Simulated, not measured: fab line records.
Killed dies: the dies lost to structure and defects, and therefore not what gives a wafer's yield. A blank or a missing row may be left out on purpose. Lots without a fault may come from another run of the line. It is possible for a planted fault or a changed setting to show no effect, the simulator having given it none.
A struck lot beside a sound one ; flow n5 finfet ; 35 steps out of a route of 1938
Sound: wafers L325.1, L325.3, L325.6. Wafers L320.2, L320.3, L320.4 were the ones struck. The cause is given at the end.
Each step with rows lists, per side, the tool, then ch with its chambers, then its first start. Under that, the readings that differ: sound wafers ; struck wafers ; difference of the means ; sigmas: that difference in standard deviations of wafers without a fault.
alike: words and numbers the same on both sides, and readings whose means are apart by under 2 such deviations; not compared: readings that were withheld, readings missing a value for some wafer, numbers with overlapping values and no deviation given by the record, and bounds like >300 which may hide the same value.
A row with sigmas, a row that says differs or no value, or rows on one side alone: a step with any of these is where the two part. Non-overlapping numbers with no deviation appear without sigmas and do not part them. Lack of a reading on every wafer of one side parts them only where that side has two or more wafers.

first, 10 steps without rows for these wafers: N5_BEOL_M10_TRENCH_ETCH_37 (etches SiCOH lowk in C4F6/O2, target depth 148.83 nm, time 48 s); N5_BEOL_M10_ETCH_41 (etches SiCN in CH3F/O2, target depth 42.6 nm, time 86 s); N5_BEOL_M10_STRIP_77 (strips in N2/H2, time 10 s); N5_BEOL_M10_HM_STRIP_39 (strips TiN in peroxide tin strip, target depth 25 nm, time 158 s); N5_BEOL_M10_SRD_40 (time 30 s); N5_BEOL_M10_PRECLEAN_42 (cleans in residue remover, time 60 s); N5_BEOL_M10_SRD_43 (time 30 s); N5_BEOL_M10_CURE_72 (cures SiCOH lowk, time 120 s); N5_BEOL_M10_DEGAS_44 (time 60 s); N5_BEOL_M10_PRE_CLEAN_45 (time 30 s).
N5_BEOL_M10_ALD_74: deposits TaN, target thk 2 nm, pulse time 2 s, purge time 3 s.
  sound on ald metal-03 ch 0,1,3, day 14 23:11; struck on ald metal-04 ch 0,1,2, day 14 02:09
  alike: heater power outer w, heater power w, mfc carrier sccm
then, 22 steps without rows for these wafers: N5_BEOL_M10_SURFACE_TREAT_76; N5_BEOL_M10_CVD_75 (deposits Co from CCTBA/H2, target thk 2 nm, time 138.9 s); N5_BEOL_M10_SPUTTER_48 (material Cu, target thk 12 nm, time 2 s); N5_BEOL_M10_ECD_50 (material Cu, target thk 318 nm); N5_BEOL_M10_ANNEAL_51 (time 90 s); N5_BEOL_M10_CMP_52 (polishes, stops on SiCOH lowk, t overpolish 7 s, target thk 140 nm); N5_BEOL_M10_PRE_CLEAN_55 (time 15 s); N5_BEOL_M10_DEP_56 (deposits SiCN from 3MS/NH3, target thk 15 nm, time 26.5 s); N5_BEOL_M11_ILD_DEP_00 (deposits SiCOH lowk from DEMS/porogen, target thk 308.51 nm, time 58 s); N5_BEOL_M11_CURE_71 (cures SiCOH lowk, time 240 s); N5_BEOL_M11_PECVD_70 (deposits SiO2 from TEOS/O2, target thk 20 nm, time 22.7 s); N5_BEOL_M11_HM_DEP_02 (deposits TiN, target thk 20 nm); N5_BEOL_M11_COAT_59 (time 60 s, resist thk 100 nm); N5_BEOL_M11_COAT_60 (time 60 s, resist thk 30 nm); N5_BEOL_M11_COAT_05 (resist thk 90 nm); N5_BEOL_M11_EBR_07; N5_BEOL_M11_SOFTBAKE_06 (time 60 s); N5_BEOL_M11_EXPOSE_08 (exposes mask M11); N5_BEOL_M11_PEB_09 (peb time 60 s); N5_BEOL_M11_DEVELOP_10 (develop time 30 s); N5_BEOL_M11_DESCUM_16 (chemistry O2, time 7.9 s); N5_BEOL_M11_ETCH_61 (etches SiARC in CF4, target depth 39 nm, time 65 s).
N5_BEOL_M15_RC_MEAS_101:
  sound on prober-01 ch 0, day 16 14:56; struck on prober-02 ch 0, day 15 18:34
reading;sound;struck;difference;sigmas
COMB_M10_max_site (S/m);2.2e-11 2.3e-11 1.9e-11;3.1e-11 3.9e-11 4.6e-11;+1.7e-11;+3
COMB_M5 (S/m);4.7e-11 4.9e-11 5.1e-11;2.6e-11 2.9e-11 2.8e-11;-2.1e-11;-3
SERP_M12 (ohm/um);0.651 0.679 0.674;0.629 0.650 0.627;-0.033;-2
  alike: COMB_M10, COMB_M11, COMB_M12, COMB_M12_max_site, COMB_M13, COMB_M14, COMB_M15, COMB_M6, COMB_M7, COMB_M8, COMB_M9, SERP_M10, SERP_M11, SERP_M13, SERP_M14, SERP_M5, SERP_M6, SERP_M7, SERP_M8, SERP_M9, SERP_M9_max_site
N5_PASSIVATION_PROBE_49:
  only the struck wafers here have rows in the record (prober-02, day 16 06:43); the sound ones have none

== WHERE THEY PART ==
First at N5_BEOL_M15_RC_MEAS_101; last, within this record, at N5_PASSIVATION_PROBE_49.

WHY: what had been put in by the simulator
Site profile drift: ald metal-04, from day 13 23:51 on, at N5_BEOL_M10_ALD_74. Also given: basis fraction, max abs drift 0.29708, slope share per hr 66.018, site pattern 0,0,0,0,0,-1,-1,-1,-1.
